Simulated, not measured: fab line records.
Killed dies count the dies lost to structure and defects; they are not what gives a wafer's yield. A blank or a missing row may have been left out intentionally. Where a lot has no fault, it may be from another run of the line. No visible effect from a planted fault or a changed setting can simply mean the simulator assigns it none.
Matching of chambers || flow n5 finfet || N5_PMOS_HMC_CHANNEL_EPI_FIN_RECESS_16 on rie si-04: 4 sister chambers
The step chemistry HBr/Cl2, target Si, target depth 54 nm, time 18 s. 8 wafers are shown with their chamber, then 8 later ones without.

## WAFERS, EACH WITH ITS CHAMBER
{"wafer": "L076.3", "chamber": 3, "drypump motor current A (A)": 5.4, "oes product au (a.u.)": 0.997}
{"wafer": "L077.2", "chamber": 0, "drypump motor current A (A)": 5.0, "oes product au (a.u.)": 0.984}
{"wafer": "L082.2", "chamber": 1, "drypump motor current A (A)": 5.7, "oes product au (a.u.)": 1.036}
{"wafer": "L082.3", "chamber": 3, "drypump motor current A (A)": 5.4, "oes product au (a.u.)": 0.992}
{"wafer": "L083.2", "chamber": 2, "drypump motor current A (A)": 5.4, "oes product au (a.u.)": 1.027}
{"wafer": "L083.3", "chamber": 0, "drypump motor current A (A)": 5.0, "oes product au (a.u.)": 0.983}
{"wafer": "L083.5", "chamber": 2, "drypump motor current A (A)": 5.4, "oes product au (a.u.)": 1.030}
{"wafer": "L089.3", "chamber": 1, "drypump motor current A (A)": 5.8, "oes product au (a.u.)": 1.028}

## WAFERS WITH NO CHAMBER GIVEN
{"wafer": "L089.4", "drypump motor current A (A)": 5.4, "oes product au (a.u.)": 1.023}
{"wafer": "L089.6", "drypump motor current A (A)": 5.4, "oes product au (a.u.)": 0.993}
{"wafer": "L093.1", "drypump motor current A (A)": 5.0, "oes product au (a.u.)": 0.986}
{"wafer": "L093.2", "drypump motor current A (A)": 5.4, "oes product au (a.u.)": 0.996}
{"wafer": "L093.5", "drypump motor current A (A)": 5.4, "oes product au (a.u.)": 1.026}
{"wafer": "L096.1", "drypump motor current A (A)": 5.8, "oes product au (a.u.)": 1.026}
{"wafer": "L096.2", "drypump motor current A (A)": 5.4, "oes product au (a.u.)": 1.008}
{"wafer": "L096.3", "drypump motor current A (A)": 5.4, "oes product au (a.u.)": 0.988}

## CHAMBER TAKEN BY EACH
{"wafer": "L089.4", "from the rows above": 2, "in truth": 2}
{"wafer": "L089.6", "from the rows above": 3, "in truth": 3}
{"wafer": "L093.1", "from the rows above": 0, "in truth": 0}
{"wafer": "L093.2", "from the rows above": 3, "in truth": 3}
{"wafer": "L093.5", "from the rows above": 2, "in truth": 2}
{"wafer": "L096.1", "from the rows above": 1, "in truth": 1}
{"wafer": "L096.2", "from the rows above": "can't be placed: 3 or 2", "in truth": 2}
{"wafer": "L096.3", "from the rows above": 3, "in truth": 3}
Placed correctly: 7 of 8. Cannot be placed on the basis of these rows: 1; the candidates contain the true chamber in 1. Wrongly placed: 0.
How it was worked out, from the rows above alone: a wafer's distance from a chamber is the root of the sum, over the readings, of the square of ((its reading less the chamber's mean) divided by the reading's scatter). If the next closest chamber is less than 2 further off than the closest, the wafer can't be placed; otherwise it belongs to the closest. The mean given for a chamber averages the wafers shown for that chamber. The scatter: take each reading less its chamber's mean, square it, sum over the shown wafers, divide by the number of wafers less the number of chambers, and take the root.
